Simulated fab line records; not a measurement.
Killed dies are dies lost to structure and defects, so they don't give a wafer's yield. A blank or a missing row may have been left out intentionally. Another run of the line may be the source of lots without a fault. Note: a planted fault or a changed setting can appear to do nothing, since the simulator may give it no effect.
Matching of chambers	flow nand-harc	NHARC_A_BONDPAD_CMP_29 on cmp-04: 4 sister chambers
The step polishes SiCN, target thk 200 nm. 18 wafers are shown with their chamber, then 9 later ones without.

== WAFERS WITH THEIR CHAMBER ==
wafer	chamber	motor-current-A (A)
L077.3	2	11.5
L077.4	1	11.3
L077.6	2	11.1
L076.2	1	11.5
L076.4	2	11.8
L076.5	2	11.3
L081.1	3	10.9
L081.2	2	11.3
L081.4	0	10.5
L087.2	3	10.9
L087.4	1	11.9
L087.5	0	10.4
L090.1	3	11.1
L090.3	2	11.9
L090.6	2	11.6
L093.3	1	11.4
L093.4	2	11.8
L093.5	2	11.6

SIGNATURES (averages over the wafers above)
reading	chamber 0	chamber 1	chamber 2	chamber 3	scatter within a chamber
motor-current-A	10.450	11.525	11.544	10.967	0.242
Rule: distance of a wafer from a chamber = root of the sum over the readings of ((wafer's reading minus chamber's mean) / reading's scatter) squared. The wafer belongs to the nearest chamber; if the next one is less than 2 further off, it can't be placed. How the scatter is found: for the shown wafers, subtract from each reading the mean of its chamber, square and add these, divide the total by (wafers less chambers), then take the root.

== WAFERS WITH NO CHAMBER GIVEN ==
wafer	motor-current-A (A)
L093.1	10.9
L093.2	10.5
L093.6	11.3
L089.1	11.6
L089.2	10.9
L089.5	11.7
L095.1	11.3
L095.3	11.0
L095.6	11.0

== WHICH CHAMBER EACH ONE RAN IN ==
wafer	from the rows above	in truth
L093.1	can't be placed: 3 or 0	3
L093.2	can't be placed: 0 or 3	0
L093.6	can't be placed: 1 or 2 or 3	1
L089.1	can't be placed: 2 or 1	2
L089.2	can't be placed: 3 or 0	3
L089.5	can't be placed: 2 or 1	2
L095.1	can't be placed: 1 or 2 or 3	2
L095.3	3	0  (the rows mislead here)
L095.6	3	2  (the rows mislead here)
Placed correctly: 0 of 9. Not placeable from these rows: 7 (in 7, the candidates include the true chamber). Number placed wrongly: 2.
